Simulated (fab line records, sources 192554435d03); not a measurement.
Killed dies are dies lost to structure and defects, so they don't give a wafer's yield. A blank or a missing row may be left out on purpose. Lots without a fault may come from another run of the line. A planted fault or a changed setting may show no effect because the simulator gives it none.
fab line records | flow n5_finfet
record lots=7 wafers=18 last_day=16
route steps=1938 shown BEOL_M4@1071 PASSIVATION@1936
lots that met no fault: from a run of the same line without faults
start_h: hours from the record's first day to the start of the lot's first wafer shown | wait_h: hours since the lot's step before | " the same as in the row above | L1.1+2: a row that stands for several wafers | - no value, or no start given | * or withheld: withheld | < > ~ a bound
route shown NAME@n: a module of which the file shows steps, and the number in the route of the first | usual: mean/standard deviation of fault-free wafers | same: alike in all rows | chamber/n: place in a boat | sites: the reading at each site | _std_site: their standard deviation | _edge_site: outer sites' mean less inner sites' | radius_mm: how far each site lies from the wafer's centre | mask NAME#n: copy n | behind: the tool/chamber that last shaped the wafer | hold: why the lot was held/for how many hours/how that ended | device: the transistor (n, p or np) that didn't switch | end of line: the same wafers' tests at the end of the route | a step without rows: its recipe alone | killed: dies lost to structure and defects at the first sort, not the wafer's yield | map: a wafer's dies, x killed, . not, _ none there
set.NAME: the setting as run; set.NAME@STEP: as run at that earlier step | model.NAME: the simulator's own value behind a step, which no gauge read
lots at some steps of the route; a table a step, a row a wafer
services: from which hour (start_h, from the record's first day; less than 0 if before it) a tool's chamber was out of use, for how many hours, and why
## steps
# step N5_BEOL_M4_ETCH_41
# recipe chemistry=CH3F/O2 target=SiCN target_depth_a=299 taper_deg=2 time_s=52.5 ion_energy_ev=120 mask_material=TiN pressure_mtorr=30 source_w=395 bias_w=75 Ar_flow_sccm=150 CH3F_flow_sccm=30 O2_flow_sccm=20
# usual O2_flow_sccm=20.00/0.06 drypump_motor_current_A=5.7/0.35 oes_product_au=0.82/0.082 rf_vpp_V=297.6/1.7 showerhead_plenum_p_Torr=2.02/0.071 throttle_valve_pct=16.36/0.19
# columns lot.wafer tool chamber start_h wait_h O2_flow_sccm drypump_motor_current_A oes_product_au rf_hours_counter_h rf_vpp_V showerhead_plenum_p_Torr throttle_valve_pct
L157.2 rie_diel-01 1 - - 20.06 5.9 0.77 118 298.6 2.09 16.18
L157.4 " 2 " " 19.98 6.2 0.95 23 297.3 2.07 16.38
L157.6 " 2 " " 19.92 6.2 0.94 - 297.1 2.07 16.37
L158.1 rie_diel-05 1 - - 19.87 5.8 0.88 50 297.4 2.05 16.07
L158.3 " 2 " " 20.01 5.9 0.94 23 296.6 1.96 16.47
L158.6 " 0 " " 19.99 5.8 0.74 - 296.8 1.96 16.20
L163.1 rie_diel-01 1 - - 20.09 5.9 0.77 127 300.0 2.09 16.20
L163.3 " 0 " " 19.98 6.2 0.78 145 299.5 2.02 16.53
L167.3 rie_diel-01 1 - - 20.03 5.9 0.77 133 299.5 2.09 16.20
L167.5 " 0 " " 19.98 6.2 0.78 - 297.6 2.01 16.56
L166.3 rie_diel-03 3 - - 19.98 5.6 0.82 91 298.5 2.03 16.30
L166.4 " 2 " " 20.12 5.7 0.73 194 295.6 1.91 16.39
L171.1 rie_diel-01 1 - - 19.96 5.9 0.75 139 298.0 2.08 16.23
L171.3 " 3 " " 19.91 5.2 0.89 31 301.1 2.12 16.06
L171.5 " 3 " " 19.98 5.2 0.88 - 299.4 2.12 16.07
L172.1 rie_diel-01 0 - - 19.93 6.2 0.77 161 297.4 2.01 16.58
L172.3 " 1 " " 20.02 5.9 0.75 143 298.0 2.08 16.22
L172.4 " 2 " " 19.99 6.2 0.90 52 298.4 2.06 16.41
# step N5_BEOL_M4_STRIP_97
# recipe chemistry=N2/H2 time_s=10 power_w=450 temp_c=40 pressure_mtorr=20 rf_frequency_hz=6e+07 bias_power_w=7 n2_flow_sccm=200 h2_flow_sccm=200
# usual drypump_motor_current_A=5.7/0.35 oes_product_au=0.81/0.081 rf_vpp_V=59.2/0.91 showerhead_plenum_p_Torr=2.55/0.089 throttle_valve_pct=23.6/0.3
# columns lot.wafer tool chamber start_h wait_h drypump_motor_current_A oes_product_au rf_hours_counter_h rf_vpp_V showerhead_plenum_p_Torr throttle_valve_pct
L157.2 rie_diel-01 1 - - 5.9 0.77 118 59.1 2.65 23.3
L157.4 " 2 " " 6.2 0.94 23 58.6 2.58 23.5
L157.6 " 2 " " 6.2 0.95 - 58.1 2.58 23.5
L158.1 rie_diel-05 1 - - 5.9 0.88 50 59.0 2.57 23.0
L158.3 " 2 " " 5.8 0.92 23 58.5 2.51 24.4
L158.6 " 0 " " 5.8 0.74 - 58.9 2.52 23.5
L163.1 rie_diel-01 1 - - 5.9 0.77 127 60.5 2.65 23.3
L163.3 " 0 " " 6.2 0.77 145 60.6 2.52 23.5
L167.3 rie_diel-01 1 - - 5.9 0.76 133 58.8 2.64 23.3
L167.5 " 0 " " 6.2 0.77 - 58.7 2.52 23.6
L166.3 rie_diel-03 3 - - 5.6 0.81 91 57.5 2.56 23.6
L166.4 " 2 " " 5.7 0.73 194 58.6 2.42 23.8
L171.1 rie_diel-01 1 - - 5.9 0.76 139 59.7 2.64 23.3
L171.3 " 3 " " 5.1 0.88 31 60.7 2.69 23.4
L171.5 " 3 " " 5.1 0.88 - 58.8 2.69 23.4
L172.1 rie_diel-01 0 - - 6.2 0.75 161 57.5 2.52 23.6
L172.3 " 1 " " 5.9 0.75 143 60.1 2.64 23.3
L172.4 " 2 " " 6.2 0.90 52 60.0 2.56 23.6
# step N5_BEOL_M4_OCD_MEAS_38
# usual trench_depth_nm=56.6/1.2
# columns lot.wafer tool chamber start_h wait_h trench_depth_nm
L157.2 ocd-02 - 194.19 - 55.0
L157.4 " - " " 58.5
L157.6 " - " " 58.4
L158.1 ocd-02 - 196.99 - 57.2
L158.3 " - " " 57.7
L158.6 " - " " 55.7
L163.1 ocd-01 - 225.21 - 53.8
L163.3 " - " " 55.9
L167.3 ocd-01 - 247.29 - 54.6
L167.5 " - " " 55.9
L166.3 ocd-01 - 254.39 - 58.8
L166.4 " - " " 56.0
L171.1 ocd-02 - 265.44 - 54.4
L171.3 " - " " 55.9
L171.5 " - " " 55.2
L172.1 ocd-01 - 278.84 - 56.8
L172.3 " - " " 53.9
L172.4 " - " " 57.6
# step N5_BEOL_M4_HM_STRIP_39
# recipe chemistry=peroxide_tin_strip material=TiN target_depth_a=250 temp_c=50 time_s=158
# step N5_BEOL_M4_SRD_40
# recipe time_s=30 temp_c=23 rinse_liquid=diw dry=ipa_marangoni
# step N5_BEOL_M4_PRECLEAN_42
# recipe chemistry=residue_remover time_s=60 temp_c=40
# step N5_BEOL_M4_SRD_43
# recipe time_s=30 temp_c=23 rinse_liquid=diw dry=ipa_marangoni
# step N5_BEOL_M4_CD_MEAS_35
# recipe target_cd_nm=18 target_cd_y_nm=22.4 polarity=opening
# usual cd_nm=18.0/0.46
# columns lot.wafer tool chamber start_h wait_h cd_nm
L157.2 cd_sem-02 - 194.34 0.0 17.6
L157.4 " - " " 19.1
L157.6 " - " " 18.4
L158.1 cd_sem-02 - 197.14 0.0 18.8
L158.3 " - " " 17.8
L158.6 " - " " 19.4
L163.1 cd_sem-01 - 225.36 0.0 18.6
L163.3 " - " " 18.0
L167.3 cd_sem-02 - 247.44 0.0 18.2
L167.5 " - " " 17.5
L166.3 cd_sem-02 - 254.54 0.0 18.5
L166.4 " - " " 17.6
L171.1 cd_sem-02 - 265.59 0.0 18.1
L171.3 " - " " 17.6
L171.5 " - " " 18.2
L172.1 cd_sem-03 - 279.00 0.0 17.9
L172.3 " - " " 17.2
L172.4 " - " " 17.5
# step N5_BEOL_M4_DEGAS_44
# recipe ambient=vacuum temp_c=250 time_s=60
# usual heater_power_w=337/21
# columns lot.wafer tool chamber start_h wait_h heater_power_w
L157.2 pvd_sputter-02 - 194.68 0.3 327
L157.4 " - " " 333
L157.6 " - " " 314
L158.1 pvd_sputter-01 - 197.20 0.1 349
L158.3 " - " " 332
L158.6 " - " " 336
L163.1 pvd_sputter-01 - 225.41 0.0 361
L163.3 " - " " 337
L167.3 pvd_sputter-02 - 247.48 0.0 308
L167.5 " - " " 331
L166.3 pvd_sputter-03 - 254.72 0.2 339
L166.4 " - " " 301
L171.1 pvd_sputter-03 - 266.14 0.5 340
L171.3 " - " " 365
L171.5 " - " " 340
L172.1 pvd_sputter-03 - 279.49 0.5 308
L172.3 " - " " 363
L172.4 " - " " 337
# step N5_BEOL_M4_PRE_CLEAN_45
# recipe gas=H2/He time_s=30 temp_c=250
# step N5_BEOL_M4_ALD_84
# recipe material=TaN target_thk_a=* temp_c=275 ald_precursor_family=PDMAT ald_co_reactant=NH3 pressure_torr=3 carrier_flow_sccm=1500 pulse_time_s=2 purge_time_s=3 co_reactant_purge_time_s=2 co_reactant_pulse_time_s=3 ald_cycles=30 precursor_vessel_temp_c=75 precursor_vessel_pressure_torr=26.25 precursor_vessel_carrier_sccm=1000
# step N5_BEOL_M4_SURFACE_TREAT_85
# recipe gas=Ar time_s=* ion_energy_ev=* ion_current_ma_cm2=0.5 pressure_mtorr=* ar_flow_sccm=30
# usual throttle_valve_pct=*
# columns lot.wafer tool chamber start_h wait_h throttle_valve_pct
L157.2 pvd_sputter-02 - 195.08 0.2 *
L157.4 " - " " *
L157.6 " - " " *
L158.1 pvd_sputter-01 - 197.56 0.2 *
L158.3 " - " " *
L158.6 " - " " *
L163.1 pvd_sputter-03 - 225.73 0.1 *
L163.3 " - " " *
L167.3 pvd_sputter-02 - 248.11 0.4 *
L167.5 " - " " *
L166.3 pvd_sputter-01 - 255.06 0.1 *
L166.4 " - " " *
L171.1 pvd_sputter-03 - 266.70 0.4 *
L171.3 " - " " *
L171.5 " - " " *
L172.1 pvd_sputter-02 - 280.33 0.6 *
L172.3 " - " " *
L172.4 " - " " *
# step N5_BEOL_M4_CVD_47
# recipe material=Co target_thk_a=30 temp_c=withheld precursor=CCTBA/H2 pressure_torr=30 time_s=223.8
# usual run_length_s=246.9/0.74
# columns lot.wafer tool chamber start_h wait_h run_length_s
L157.2 cvd_co-02 0 195.24 0.1 246.9
L157.4 " 2 " " 247.0
L157.6 " 1 " " 246.0
L158.1 cvd_co-01 0 197.64 0.1 246.6
L158.3 " 2 " " 246.6
L158.6 " 0 " " 246.7
L163.1 cvd_co-02 1 225.85 0.1 245.7
L163.3 " 0 " " 333.9
L167.3 cvd_co-02 2 248.17 0.0 334.3
L167.5 " 1 " " 245.7
L166.3 cvd_co-02 2 255.16 0.1 334.6
L166.4 " 2 " " 334.2
L171.1 cvd_co-01 0 266.76 0.0 246.3
L171.3 " 2 " " 246.9
L171.5 " 2 " " 246.4
L172.1 cvd_co-01 1 280.39 0.0 247.4
L172.3 " 0 " " 246.4
L172.4 " 2 " " 246.5
# step N5_BEOL_M4_SPUTTER_48
# recipe material=Cu target_thk_a=45 temp_c=-20 chamber_pressure_pa=0.07 power_w=withheld time_s=8.29
# usual chuck_gas_flow_sccm=1.26/0.056 throttle_valve_pct=30.6/0.73
# columns lot.wafer tool chamber start_h wait_h chuck_gas_flow_sccm throttle_valve_pct
L157.2 pvd_sputter-02 - 195.44 0.1 1.21 30.7
L157.4 " - " " 1.22 30.4
L157.6 " - " " 1.20 29.7
L158.1 pvd_sputter-01 - 197.80 0.1 1.28 31.8
L158.3 " - " " 1.26 30.5
L158.6 " - " " 1.26 31.2
L163.1 pvd_sputter-02 - 227.55 1.6 1.31 29.6
L163.3 " - " " 1.24 30.5
L167.3 pvd_sputter-01 - 249.48 1.2 1.30 30.2
L167.5 " - " " 1.21 30.4
L166.3 pvd_sputter-03 - 255.32 0.1 1.24 29.0
L166.4 " - " " 1.34 31.3
L171.1 pvd_sputter-02 - 266.93 0.1 1.23 30.5
L171.3 " - " " 1.33 30.0
L171.5 " - " " 1.35 29.7
L172.1 pvd_sputter-02 - 280.63 0.2 1.25 30.5
L172.3 " - " " 1.20 30.2
L172.4 " - " " 1.16 30.7
# step N5_BEOL_M4_RC_MEAS_101
# usual DIBL_N=35.4/2.1 DIBL_P=34.8/2.6 IOFF_N=0.15/0.037 IOFF_P=0.19/0.037 ION_N=677/16 ION_P=462/9.3 SS_N=71.4/0.75 SS_P=72.9/0.77 VT_N=250/3.7 VT_P=-251/3.5
# columns lot.wafer tool chamber start_h wait_h DIBL_N[mV/V] DIBL_P[mV/V] IOFF_N[nA/um] IOFF_P[nA/um] ION_N[uA/um] ION_P[uA/um] SS_N[mV/dec] SS_P[mV/dec] VT_N[mV] VT_P[mV]
L157.2 prober-02 0 198.60 0.3 38.4 39.8 0.20 0.25 699 473 72.0 73.6 247 -249
L157.4 " 0 " " 33.5 34.8 0.13 0.17 679 465 70.9 72.8 254 -252
L157.6 " 0 " " 31.5 30.8 0.09 0.12 658 453 69.6 71.7 254 -258
L158.1 prober-02 0 200.79 0.0 36.0 33.9 0.17 0.18 674 453 72.1 73.6 247 -253
L158.3 " 0 " " 33.0 32.1 0.12 0.16 663 454 71.1 72.6 253 -252
L158.6 " 0 " " 34.7 34.8 0.16 0.20 696 471 71.1 73.2 246 -249
L163.1 prober-01 0 230.41 0.0 36.5 38.0 0.17 0.20 672 455 71.6 73.8 247 -252
L163.3 " 0 " " 30.1 29.5 0.08 0.12 652 453 69.9 71.4 255 -258
L167.3 prober-01 0 252.99 0.3 38.2 37.7 0.21 0.27 674 465 71.9 74.2 246 -246
L167.5 " 0 " " 35.0 35.3 0.15 0.22 677 465 71.0 73.6 246 -248
L166.3 prober-02 0 258.64 0.3 32.9 32.4 0.14 0.18 687 467 70.5 72.3 247 -249
L166.4 " 0 " " 33.6 32.4 0.14 0.18 691 469 71.7 72.3 247 -252
L171.1 prober-01 0 269.81 0.0 33.0 32.2 0.12 0.15 667 451 71.0 72.1 253 -254
L171.3 " 0 " " 36.1 35.6 0.17 0.19 693 462 71.9 72.9 252 -252
L171.5 " 0 " " 34.8 35.3 0.15 0.19 678 465 70.8 73.2 252 -252
L172.1 prober-01 0 283.59 0.0 34.0 34.2 0.12 0.17 682 463 71.2 73.4 255 -253
L172.3 " 0 " " 36.5 36.7 0.16 0.20 683 460 70.8 73.9 249 -251
L172.4 " 0 " " 32.3 32.6 0.11 0.16 661 461 70.5 72.2 256 -252
# step N5_PASSIVATION_PROBE_49
# usual defect_limited_yield=90.5/1.7 killed_at_M0_to_M3=37/12 killed_at_M4_up=14/5.2 killed_at_contacts=12/5.9 killed_at_front_end=45/14 killed_at_other=3.5/2.8 killed_dies=112/21 killed_open=73/15 killed_short=36/8.9 sort_bin_5_function=5.6/1.2 sort_bin_6_memory=3.5/0.68 sort_n_pass=1068/21 sort_yield_pct=90.5/1.8
# same gross_dies=1180 killed_at_back_side=0 sort_bin_4_leakage[%]=0 sort_bin_8_speed[%]=0
# columns lot.wafer tool chamber start_h wait_h defect_limited_yield[%] killed_at_M0_to_M3 killed_at_M4_up killed_at_contacts killed_at_front_end killed_at_other killed_dies killed_open killed_short sort_bin_5_function[%] sort_bin_6_memory[%] sort_n_pass sort_yield_pct[%]
L157.2 prober-01 - 307.92 0.1 92.3 24 20 16 28 3 91 68 22 5.1 2.5 1089 92.3
L157.4 prober-01 - 308.02 0.2 92.7 24 19 9 31 3 86 53 31 4.5 2.6 1094 92.7
L157.6 prober-01 - 308.12 0.3 92.7 33 7 15 30 1 86 56 27 3.6 3.4 1094 92.7
L158.1 prober-01 - 322.12 0.0 91.1 22 8 10 58 7 105 53 41 5.8 3.1 1075 91.1
L158.3 prober-01 - 322.22 0.1 93.3 23 7 15 32 2 79 51 28 3.7 2.9 1101 93.3
L158.6 prober-01 - 322.37 0.3 91.5 27 23 6 41 3 100 64 28 4.8 2.8 1080 91.5
L163.1 prober-01 - 342.61 0.0 91.1 26 15 9 53 2 105 63 42 4.6 3.6 1075 91.1
L163.3 prober-01 - 342.71 0.1 92.0 27 8 17 42 0 94 59 34 4.5 2.9 1086 92.0
L167.3 prober-01 - 367.99 0.1 92.3 27 23 5 31 5 91 61 27 4.7 2.8 1089 92.3
L167.5 prober-01 - 368.09 0.2 91.2 32 20 9 43 0 104 65 34 4.5 3.2 1076 91.2
L166.3 prober-02 - 371.85 0.1 91.4 36 19 13 27 7 102 64 28 4.6 3.1 1078 91.4
L166.4 prober-02 - 371.90 0.2 91.9 28 13 11 41 3 96 53 32 4.2 3.1 1084 91.9
L171.1 prober-01 - 379.61 0.4 90.7 31 11 18 47 3 110 73 36 4.2 4.7 1070 90.7
L171.3 prober-01 - 379.71 0.5 91.2 39 16 21 27 1 104 58 45 5.6 2.6 1076 91.2
L171.5 prober-01 - 379.81 0.6 92.3 17 16 20 38 0 91 58 32 5.0 2.5 1089 92.3
L172.1 prober-01 - 391.45 0.0 88.1 47 12 12 65 5 141 93 45 7.2 4.5 1039 88.1
L172.3 prober-01 - 391.55 0.1 89.3 45 13 15 51 2 126 92 30 6.4 4.2 1054 89.3
L172.4 prober-01 - 391.60 0.2 87.9 52 13 10 60 8 143 102 38 7.0 4.7 1037 87.9
# killed by level:class
L157.2 MOL_CONTACT_COAG:geometric_particle:open=12 BEOL_M4:geometric_particle:open=9 STI_FIN_REVEAL:geometric_particle:open=8 BEOL_M2:geometric_particle:open=7 DUMMY_GATE:geometric_particle:open=6 MOL_CONTACT_COAG:geometric_particle:short=4 BEOL_M3:geometric_particle:open=4 STARTING-WAFER:geometric_particle:open=4
L157.4 BEOL_M5:geometric_particle:open=11 GATE_CUT:geometric_particle:short=8 BEOL_M0_SAQP:geometric_particle:open=7 BEOL_M0_SAQP:geometric_particle:short=7 MOL_CONTACT_COAG:geometric_particle:open=6 DUMMY_GATE:geometric_particle:open=5 FIN_SAQP:geometric_particle:open=4 STI_FIN_REVEAL:geometric_particle:open=4
L157.6 BEOL_M0_SAQP:geometric_particle:open=10 MOL_CONTACT_COAG:geometric_particle:open=9 STI_FIN_REVEAL:geometric_particle:open=8 BEOL_M0_SAQP:geometric_particle:short=8 DUMMY_GATE:geometric_particle:open=7 MOL_CONTACT_COAG:geometric_particle:short=6 BEOL_M2:geometric_particle:open=5 STI_FIN_REVEAL:geometric_particle:short=3
L158.1 FIN_SAQP:geometric_particle:short=13 FIN_SAQP:geometric_particle:open=12 MOL_CONTACT_COAG:geometric_particle:open=8 FIN_CUT:area_etch=8 BEOL_M0_SAQP:geometric_particle:short=5 BEOL_M0_SAQP:geometric_particle:open=5 BEOL_M3:geometric_particle:short=5 BEOL_M4:geometric_particle:open=5
L158.3 MOL_CONTACT_COAG:geometric_particle:open=11 STI_FIN_REVEAL:geometric_particle:open=7 FIN_SAQP:geometric_particle:open=5 FIN_SAQP:geometric_particle:short=5 BEOL_M0_SAQP:geometric_particle:short=5 BEOL_M0_SAQP:geometric_particle:open=5 BEOL_M2:geometric_particle:open=5 MOL_CONTACT_COAG:geometric_particle:short=4
L158.6 BEOL_M4:geometric_particle:open=11 BEOL_M2:geometric_particle:open=9 FIN_SAQP:geometric_particle:short=7 FIN_SAQP:geometric_particle:open=7 BEOL_M0_SAQP:geometric_particle:open=6 BEOL_M1:geometric_particle:open=6 STI_FIN_REVEAL:geometric_particle:open=5 MOL_CONTACT_COAG:geometric_particle:open=5
L163.1 FIN_SAQP:geometric_particle:open=19 FIN_SAQP:geometric_particle:short=14 MOL_CONTACT_COAG:geometric_particle:open=6 BEOL_M1:geometric_particle:open=5 SPACER0:geometric_particle:short=4 BEOL_M0_SAQP:geometric_particle:short=4 BEOL_M7:geometric_particle:open=4 GATE_CUT:geometric_particle:short=3
L163.3 MOL_CONTACT_COAG:geometric_particle:open=12 FIN_SAQP:geometric_particle:short=9 STI_FIN_REVEAL:geometric_particle:open=8 BEOL_M0_SAQP:geometric_particle:short=7 FIN_SAQP:geometric_particle:open=6 BEOL_M3:geometric_particle:open=6 BEOL_M0_SAQP:geometric_particle:open=5 MOL_CONTACT_COAG:geometric_particle:short=5
L167.3 FIN_SAQP:geometric_particle:open=10 STI_FIN_REVEAL:geometric_particle:open=9 BEOL_M1:geometric_particle:open=7 BEOL_M4:geometric_particle:open=7 BEOL_M2:geometric_particle:open=6 BEOL_M0_SAQP:geometric_particle:short=4 BEOL_M4:geometric_particle:short=4 GATE_CUT:geometric_particle:short=3
L167.5 BEOL_M1:geometric_particle:open=9 BEOL_M4:geometric_particle:open=9 MOL_CONTACT_COAG:geometric_particle:open=8 STI_FIN_REVEAL:geometric_particle:open=7 BEOL_M0_SAQP:geometric_particle:open=7 ILD0:geometric_particle:short=6 FIN_SAQP:geometric_particle:short=5 FIN_SAQP:geometric_particle:open=5
L166.3 BEOL_M3:geometric_particle:open=12 MOL_CONTACT_COAG:geometric_particle:open=11 HKMG_FIN:area_etch=7 BEOL_M5:geometric_particle:open=6 BEOL_M3:geometric_particle:short=5 STI_FIN_REVEAL:geometric_particle:open=4 BEOL_M2:geometric_particle:open=4 BEOL_M4:geometric_particle:open=4
L166.4 BEOL_M1:geometric_particle:open=11 FIN_SAQP:geometric_particle:short=10 HKMG_FIN:area_etch=9 MOL_CONTACT_COAG:geometric_particle:open=8 FIN_SAQP:geometric_particle:open=7 GATE_CUT:geometric_particle:short=7 BEOL_M2:geometric_particle:open=6 BEOL_M4:geometric_particle:open=5
L171.1 MOL_CONTACT_COAG:geometric_particle:open=15 FIN_SAQP:geometric_particle:open=13 BEOL_M0_SAQP:geometric_particle:open=12 FIN_SAQP:geometric_particle:short=10 STARTING-WAFER:geometric_particle:short=6 BEOL_M1:geometric_particle:open=5 BEOL_M0_SAQP:geometric_particle:short=4 BEOL_M3:geometric_particle:open=3
L171.3 BEOL_M0_SAQP:geometric_particle:short=14 BEOL_M0_SAQP:geometric_particle:open=13 MOL_CONTACT_COAG:geometric_particle:open=12 MOL_CONTACT_COAG:geometric_particle:short=8 FIN_SAQP:geometric_particle:short=7 BEOL_M4:geometric_particle:open=6 STI_FIN_REVEAL:geometric_particle:open=4 BEOL_M1:geometric_particle:short=4
L171.5 MOL_CONTACT_COAG:geometric_particle:open=13 FIN_SAQP:geometric_particle:open=12 FIN_SAQP:geometric_particle:short=9 MOL_CONTACT_COAG:geometric_particle:short=7 BEOL_M0_SAQP:geometric_particle:open=6 BEOL_M0_SAQP:geometric_particle:short=6 BEOL_M8:geometric_particle:open=5 BEOL_M4:geometric_particle:open=5
L172.1 STI_FIN_REVEAL:geometric_particle:open=28 STI_FIN_REVEAL:geometric_particle:short=11 MOL_CONTACT_COAG:geometric_particle:open=9 BEOL_M3:geometric_particle:open=9 BEOL_M2:geometric_particle:open=8 FIN_SAQP:geometric_particle:short=8 BEOL_M0_SAQP:geometric_particle:open=8 BEOL_M0_SAQP:geometric_particle:short=7
L172.3 STI_FIN_REVEAL:geometric_particle:open=22 MOL_CONTACT_COAG:geometric_particle:open=12 BEOL_M3:geometric_particle:open=11 BEOL_M0_SAQP:geometric_particle:open=10 BEOL_M0_SAQP:geometric_particle:short=9 DUMMY_GATE:geometric_particle:open=5 BEOL_M0:geometric_particle:open=5 BEOL_M2:geometric_particle:open=5
L172.4 STI_FIN_REVEAL:geometric_particle:open=23 FIN_SAQP:geometric_particle:open=11 BEOL_M3:geometric_particle:open=10 BEOL_M0_SAQP:geometric_particle:short=10 MOL_CONTACT_COAG:geometric_particle:open=9 BEOL_M0_SAQP:geometric_particle:open=9 BEOL_M2:geometric_particle:open=7 BEOL_M4:geometric_particle:open=7
## services
# columns tool chamber start_h hours kind
rie_diel-05 - 180.40 15.6 pm
rie_diel-03 - 253.52 0.4 repair
rie_diel-05 0 265.47 8.7 repair
rie_diel-03 1 276.68 - clean
rie_diel-03 1 276.68 - consumable_replace:focus_ring
rie_diel-03 1 276.68 - consumable_replace:showerhead
rie_diel-03 1 276.68 18.7 scheduled_down
rie_diel-03 1 276.68 18.7 vent_cycle
rie_diel-05 2 279.25 2.4 repair
## key
first_sign step=N5_BEOL_M4_CVD_47 reading=run_length_s direction=up sigmas=99+ usual=* struck=*
effect none on later readings
met_at N5_BEOL_M4_CVD_47
struck_wafers L163.3,L166.3,L166.4,L167.3
onset_between 195.24 225.85
fault kind=process_parameter_drift tool=cvd_co-02 chamber=- onset_h=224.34 steps=N5_BEOL_M4_CVD_47 channel=time_s offset=* shape=step end_h=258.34 scope=struck_wafers_only acts_in=* stated=*
